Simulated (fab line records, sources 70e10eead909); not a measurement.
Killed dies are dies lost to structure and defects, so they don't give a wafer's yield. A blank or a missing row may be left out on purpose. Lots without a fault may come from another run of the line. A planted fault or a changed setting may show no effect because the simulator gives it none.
Chamber matching | flow nand_harc | NHARC_P_M0_DEP_32 on pecvd-04: 3 sister chambers
The step deposits SiCN, target thk 30 nm. 6 wafers are shown with their chamber, then 9 later ones without.

WAFERS WITH THEIR CHAMBER
wafer  | chamber | heater_power_w (W)
L081.4 | 2       | 386
L081.5 | 0       | 525
L081.6 | 1       | 562
L087.1 | 1       | 519
L087.2 | 2       | 431
L087.3 | 0       | 583

WAFERS WITHOUT THEIR CHAMBER
wafer  | heater_power_w (W)
L092.1 | 494
L092.2 | 352
L092.4 | 355
L093.1 | 576
L093.3 | 551
L093.5 | 415
L096.1 | 391
L096.2 | 539
L096.3 | 608

WHICH CHAMBER EACH WENT THROUGH
wafer  | from the rows above          | in truth
L092.1 | can't be placed: 1 or 0 or 2 | 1
L092.2 | 2                            | 2
L092.4 | 2                            | 2
L093.1 | can't be placed: 0 or 1      | 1
L093.3 | can't be placed: 0 or 1      | 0
L093.5 | 2                            | 2
L096.1 | 2                            | 2
L096.2 | can't be placed: 1 or 0      | 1
L096.3 | can't be placed: 0 or 1      | 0
Placed correctly: 4 of 9. Can't be placed from these rows: 5 (the true chamber is among the candidates in 5). Placed wrongly: 0.
How it was worked out, from the rows above alone: a wafer's distance from a chamber is the root of the sum, over the readings, of the square of ((its reading less the chamber's mean) divided by the reading's scatter). The wafer belongs to the nearest chamber; if the next one is less than 2 further off, it can't be placed. A chamber's mean is the mean of its shown wafers. The scatter: the root of (the sum of the squares of (reading less its chamber's mean) over the shown wafers, divided by (wafers less chambers)).
